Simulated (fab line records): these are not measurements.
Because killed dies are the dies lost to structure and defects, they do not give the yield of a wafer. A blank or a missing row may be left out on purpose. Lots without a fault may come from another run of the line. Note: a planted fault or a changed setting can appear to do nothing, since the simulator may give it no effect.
Matching of chambers | flow n5_finfet | 4 sister chambers for N5_FIN_SAQP_ETCH_69 on rie_diel-06
The step etches SOC in N2/H2, stops on SiNx, target depth 150 nm. 18 wafers are shown with their chamber, then 9 later ones without.

## WAFERS, EACH WITH ITS CHAMBER
wafer  | chamber | drypump_motor_current_A (A) | showerhead_plenum_p_Torr (Torr) | throttle_valve_pct (%)
L077.1 | 0       | 4.8                         | 2.70                            | 17.74
L077.2 | 2       | 5.8                         | 2.54                            | 17.92
L077.5 | 2       | 5.8                         | 2.54                            | 17.92
L078.2 | 3       | 5.7                         | 2.63                            | 18.12
L078.4 | 2       | 5.8                         | 2.53                            | 17.93
L078.6 | 0       | 4.8                         | 2.70                            | 17.76
L081.2 | 0       | 4.8                         | 2.70                            | 17.77
L081.3 | 3       | 5.6                         | 2.62                            | 18.14
L081.4 | 1       | 6.2                         | 2.72                            | 17.85
L088.1 | 0       | 4.8                         | 2.69                            | 17.80
L088.4 | 3       | 5.7                         | 2.62                            | 18.15
L088.6 | 0       | 4.8                         | 2.69                            | 17.78
L090.1 | 3       | 5.7                         | 2.62                            | 18.17
L090.3 | 1       | 6.3                         | 2.71                            | 17.87
L090.4 | 2       | 5.8                         | 2.53                            | 17.97
L091.2 | 2       | 5.8                         | 2.52                            | 17.96
L091.5 | 1       | 6.2                         | 2.71                            | 17.88
L091.6 | 2       | 5.8                         | 2.52                            | 17.97

SIGNATURES (averages over the wafers above)
reading                  | chamber 0 | chamber 1 | chamber 2 | chamber 3 | scatter within a chamber
drypump_motor_current_A  | 4.800     | 6.233     | 5.800     | 5.675     | 0.0318
showerhead_plenum_p_Torr | 2.6960    | 2.7133    | 2.5300    | 2.6225    | 0.00687
throttle_valve_pct       | 17.7700   | 17.8667   | 17.9450   | 18.1450   | 0.0219
Rule: for a wafer and a chamber, the distance is found by dividing, reading by reading, the gap between the wafer's reading and the chamber's mean by the reading's scatter, squaring, summing and taking the root. The wafer belongs to the nearest chamber; if the next one is less than 2 further off, it can't be placed. The scatter: take each reading less its chamber's mean, square it, sum over the shown wafers, divide by the number of wafers less the number of chambers, and take the root.

## WAFERS WITH NO CHAMBER GIVEN
wafer  | drypump_motor_current_A (A) | showerhead_plenum_p_Torr (Torr) | throttle_valve_pct (%)
L092.1 | 4.8                         | 2.69                            | 17.80
L092.2 | 5.8                         | 2.52                            | 17.96
L092.4 | 5.7                         | 2.62                            | 18.16
L095.3 | 5.7                         | 2.61                            | 18.18
L095.4 | 5.8                         | 2.52                            | 17.99
L095.6 | 5.7                         | 2.61                            | 18.16
L097.1 | 4.8                         | 2.68                            | 17.81
L097.3 | 5.7                         | 2.61                            | 18.18
L097.5 | 6.3                         | 2.70                            | 17.90

## CHAMBER TAKEN BY EACH
wafer  | from the rows above | in truth
L092.1 | 0                   | 0
L092.2 | 2                   | 2
L092.4 | 3                   | 3
L095.3 | 3                   | 3
L095.4 | 2                   | 2
L095.6 | 3                   | 3
L097.1 | 0                   | 0
L097.3 | 3                   | 3
L097.5 | 1                   | 1
9 of 9 placed correctly. From these rows, 0 cannot be placed. Placed wrongly: 0.
